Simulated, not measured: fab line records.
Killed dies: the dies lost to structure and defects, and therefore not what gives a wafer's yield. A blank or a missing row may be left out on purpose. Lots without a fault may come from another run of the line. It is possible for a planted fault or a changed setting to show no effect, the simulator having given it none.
The same fault as seen by 2 desks ; flow n5-finfet ; every desk sees just its own numbers, and what lay behind them comes last

TOOL OWNER'S DESK, litho-track-02
The tool's own readings at N5_BEOL_M15_PEB_26 (peb time 90 s): means of the sampled wafers that have a number, for each lot that ran on this tool. If a lot's mean is further than 4 standard deviations from the usual mean, the lot is out of limits and carries the mark OUT (the distance appears in the brackets).
Columns: A = heater-power-total-W at N5_BEOL_M15_PEB_26, usual 172.5 W; B = plate-temp-C at N5_BEOL_M15_PEB_26, usual 130.05 C
lot;first seen here;A;B
L660;day 12 15:56;172.7;130.16
L659;day 12 20:50;172.3;130.09
L671;day 15 18:26;164.2 (-11) OUT;125.21 (-37) OUT
L672;day 15 19:47;164.5 (-10) OUT;125.15 (-38) OUT
This desk's finding: out of limits on L671, L672; first on L671, day 15 18:26 (heater-power-total-W at N5_BEOL_M15_PEB_26). In limits: L660, L659.

THE METROLOGY DESK
What the gauges read for every lot (on any tool): the sampled wafers with a number, averaged. If a lot's mean is further than 4 standard deviations from the usual mean, the lot is out of limits and carries the mark OUT (the distance appears in the brackets).
Columns: A = M15_ILD_THK at N5_BEOL_M15_THK_MEAS_01, usual 1630 nm; B = cd-nm at N5_BEOL_M15_CD_MEAS_28, usual 407.6 nm
lot;first seen here;A;B
L660;day 12 14:02;1648;407.4
L659;day 12 18:58;1615;409.1
L662;day 13 04:55;1634;408.2
L673;day 15 02:43;1635;408.3
L671;day 15 16:33;1623;381.3 (-18) OUT
L672;day 15 17:32;1637;386.1 (-14) OUT
L674;day 16 03:47;1618;409.1
L677;day 16 05:16;1648;406.2
L675;day 16 10:16;1618;407.3
L680;day 17 08:44;1629;404.9
This desk's finding: out of limits on L671, L672; first on L671, day 15 18:34 (cd-nm at N5_BEOL_M15_CD_MEAS_28). In limits: L660, L659, L662, L673, L674, L677, L675, L680.

TAKEN TOGETHER
An alarm could have come from the tool owner's desk at day 15 18:26, on L671, L672.
At day 15 18:34 the metrology desk could have sounded an alarm, on L671, L672.
The lots listed all ran N5_BEOL_M15_PEB_26 on litho-track-02.

WHAT HAD BEEN PUT IN BY THE SIMULATOR
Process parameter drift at N5_BEOL_M15_PEB_26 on litho-track-02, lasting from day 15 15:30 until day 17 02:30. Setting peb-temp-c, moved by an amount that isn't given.
Struck lots among those shown: L671, L672.
Delay (hours) between the fault's onset and each desk's first out-of-limits reading: 3 at the tool owner's desk, 3 at the metrology desk.
